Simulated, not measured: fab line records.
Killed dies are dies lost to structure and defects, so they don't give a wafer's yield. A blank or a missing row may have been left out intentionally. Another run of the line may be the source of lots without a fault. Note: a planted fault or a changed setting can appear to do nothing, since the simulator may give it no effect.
A struck lot beside a sound one	flow n5Finfet	15 out of 1938 route steps
Sound: the wafers L813.2, L813.3, L813.4. The struck wafers were L832.2, L832.4, L832.5. The cause is given at the end.
Order at every step that has rows: each side's tool, ch and its chambers, its first start. Under that, the readings that differ: sound wafers	struck wafers	difference of the means	sigmas: that difference in standard deviations of wafers without a fault.
alike: a reading whose means differ by less than 2 such deviations, as well as words and numbers matching on both sides. not compared: withheld readings; readings where some wafer has no value; bounds like >300 that might hide an equal value; numbers whose values overlap and for which the record gives no deviation.
Wherever a step has rows on one side only, a row that says differs or no value, or a row with sigmas, the two part there. When numbers do not overlap yet have no deviation, they are printed without sigmas and do not part them. A reading that every wafer of one side lacks parts them only if that side has two wafers or more.

first, 6 steps without rows for these wafers: N5_BEOL_M6_COAT_22 (resist thk 30 nm); N5_BEOL_M6_EBR_24; N5_BEOL_M6_SOFTBAKE_23 (time 60 s); N5_BEOL_M6_EXPOSE_25 (exposes mask V5, target cd 40 nm); N5_BEOL_M6_PEB_26 (peb time 60 s); N5_BEOL_M6_DEVELOP_27 (develop time 30 s).
N5_BEOL_M6_CD_MEAS_28: the cd target is 40 nm.
  sound on cdSem-03 ch 0, day 10 12:43; struck on cdSem-03 ch 0, day 16 05:51
  alike: cdNm
N5_BEOL_M6_OVL_MEAS_29:
  sound on overlay-01 ch 0, day 10 12:45; struck on overlay-01 ch 0, day 16 05:53
  alike: V5_OVL
N5_BEOL_M6_INSPECT_30: inspects for defects (brightfield).
  sound on defectInspect-01 at day 10 12:48; struck on defectInspect-02 at day 16 05:56
  alike: rawDefectCount
N5_BEOL_M6_DESCUM_33: chemistry O2, time 7 s.
  sound on rieDiel-03 ch 0,1,3, day 10 12:50; struck on rieDiel-01 ch 0,1, day 16 05:58
  alike: biasPowerW, drypumpMotorCurrentA, oesProductAu, rfFwdPowerW, rfVppV, showerheadPlenumPTorr, throttleValvePct
  not compared: rfHoursCounterH
N5_BEOL_M6_ETCH_72: etches underlayer in N2/H2, target depth 6.5 nm, time 5.2 s.
  sound on rieDiel-03 ch 0,1,3, day 10 12:52; struck on rieDiel-01 ch 0,1, day 16 06:00
  alike: biasW, drypumpMotorCurrentA, etchRfOnTimeS, oesProductAu, rfFwdPowerW, rfVppV, showerheadPlenumPTorr, throttleValvePct
  not compared: rfHoursCounterH
N5_BEOL_M6_ETCH_65: etches SiARC in CF4, target depth 15.6 nm, time 26 s.
  sound on rieDiel-03 ch 0,1,3, day 10 12:53; struck on rieDiel-01 ch 0,1, day 16 06:01
  alike: biasW, cf4FlowSccm, drypumpMotorCurrentA, etchRfOnTimeS, oesProductAu, rfFwdPowerW, rfVppV, showerheadPlenumPTorr, throttleValvePct
  not compared: rfHoursCounterH
N5_BEOL_M6_ETCH_66: etches SOC in N2/H2, target depth 80 nm, overetch 16 nm, time 120 s.
  sound on rieDiel-03 ch 0,1,3, day 10 12:55; struck on rieDiel-01 ch 0,1, day 16 06:03
reading	sound	struck	difference	sigmas
biasW (W)	149.7 149.7 149.9	143.8 143.7 143.7	-6.0	-13
rfVppV (V)	522.2 523.5 527.3	507.4 507.9 508.6	-16.4	-7
  alike: drypumpMotorCurrentA, oesProductAu, rfFwdPowerW, showerheadPlenumPTorr, throttleValvePct
  not compared: rfHoursCounterH, model.SiARC_of_BEOL_M6_COAT_64.thkNm
then, 1 step without rows for these wafers: N5_BEOL_M6_STRIP_69 (strips in N2/H2).
-- here the record skips 4 days between the struck wafers' starts before and after, leaving off in module BEOL_M6 and picking up in module PASSIVATION (first step shown: number 1936 of the route) --
N5_PASSIVATION_PROBE_49:
  rows exist in the record for the struck wafers here (prober-01, day 19 21:07), but not for the sound ones

WHERE THEY PART
At N5_BEOL_M6_ETCH_66 first; at N5_PASSIVATION_PROBE_49 last (within this record only).

WHY: what had been put in by the simulator
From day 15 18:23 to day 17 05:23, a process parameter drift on rieDiel-01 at N5_BEOL_M6_ETCH_66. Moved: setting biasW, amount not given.
